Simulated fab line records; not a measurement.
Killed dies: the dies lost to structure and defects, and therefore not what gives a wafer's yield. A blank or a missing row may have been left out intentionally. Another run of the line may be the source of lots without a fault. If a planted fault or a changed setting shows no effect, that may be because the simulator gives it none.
The tool behind it: which one? || flow nand_harc || 6 lots with 18 wafers sampled at 3 steps, on a route of 1302 steps

== WHAT THE GAUGES SHOWED, per wafer ==
NHARC_P_ZERO_WELL_INSPECT_43.
{"lot": "L937", "measured": "day 2 13:31", "on": "defect_inspect-01", "raw_defect_count": "16 6 17"}
{"lot": "L940", "measured": "day 3 19:33", "on": "defect_inspect-02", "raw_defect_count": "8 26 25"}
{"lot": "L942", "measured": "day 4 15:51", "on": "defect_inspect-01", "raw_defect_count": "13 14 12"}
{"lot": "L944", "measured": "day 5 11:41", "on": "defect_inspect-01", "raw_defect_count": "7 20 18"}
{"lot": "L951", "measured": "day 8 09:38", "on": "defect_inspect-02", "raw_defect_count": "13 7 1372"}
{"lot": "L958", "measured": "day 11 07:43", "on": "defect_inspect-01", "raw_defect_count": "10 5 10"}

== EACH LOT AND THE TOOL THAT RAN IT (in order: tool; ch and the chambers of the sampled wafers; start) ==
{"lot": "L937", "NHARC_P_ZERO_WELL_STRIP_28": "wet_bench-03 ch 0,2,7, day 2 09:33", "NHARC_P_ZERO_WELL_RTA_42": "rtp_anneal-02 ch 0, day 2 12:49"}
{"lot": "L940", "NHARC_P_ZERO_WELL_STRIP_28": "wet_bench-06 ch 1,3,5, day 3 15:28", "NHARC_P_ZERO_WELL_RTA_42": "rtp_anneal-02 ch 0, day 3 18:53"}
{"lot": "L942", "NHARC_P_ZERO_WELL_STRIP_28": "wet_bench-02 ch 0,2,7, day 4 11:29", "NHARC_P_ZERO_WELL_RTA_42": "rtp_anneal-02 ch 0, day 4 15:17"}
{"lot": "L944", "NHARC_P_ZERO_WELL_STRIP_28": "wet_bench-03 ch 1,3,6, day 5 07:28", "NHARC_P_ZERO_WELL_RTA_42": "rtp_anneal-02 ch 0, day 5 11:07"}
{"lot": "L951", "NHARC_P_ZERO_WELL_STRIP_28": "wet_bench-06 ch 2,3,6, day 8 05:30", "NHARC_P_ZERO_WELL_RTA_42": "rtp_anneal-01 ch 0, day 8 09:16"}
{"lot": "L958", "NHARC_P_ZERO_WELL_STRIP_28": "wet_bench-02 ch 2,6,7, day 11 03:29", "NHARC_P_ZERO_WELL_RTA_42": "rtp_anneal-01 ch 0, day 11 07:14"}
- NHARC_P_ZERO_WELL_STRIP_28: strips in SPM, time 840 s.
- NHARC_P_ZERO_WELL_RTA_42: time 300 s.

== THE ANSWER, worked out from the rows above alone ==
Rule: usual is defined by the lots themselves. The widest of any qualifying gaps counts: lots, ordered by their means at a reading, are off when they make up no more than a third of the lots, leave a main group of 4 or more, and stand apart from it by 3 or more times the standard deviation of that group's means. If all means in a main group match to the digits the tables above print for the reading, that group is not used. A lot without any number at a reading at which 4 lots or more have one is off too. The other lots that the step has rows for count as sound.
Off: L951 (NHARC_P_ZERO_WELL_INSPECT_43, raw_defect_count). For the main group the mean is 14 and the standard deviation 3.7.
If a tool, at a process step before that reading, ran all the lots that are off and no sound lot after the first of them, it fits. Those tools and the gauges at NHARC_P_ZERO_WELL_INSPECT_43 are tried in the same way. Can't be told from this: 2 tools fit, wet_bench-06 at NHARC_P_ZERO_WELL_STRIP_28, defect_inspect-02 at NHARC_P_ZERO_WELL_INSPECT_43.

== WHAT THE SIMULATOR HAD PUT IN ==
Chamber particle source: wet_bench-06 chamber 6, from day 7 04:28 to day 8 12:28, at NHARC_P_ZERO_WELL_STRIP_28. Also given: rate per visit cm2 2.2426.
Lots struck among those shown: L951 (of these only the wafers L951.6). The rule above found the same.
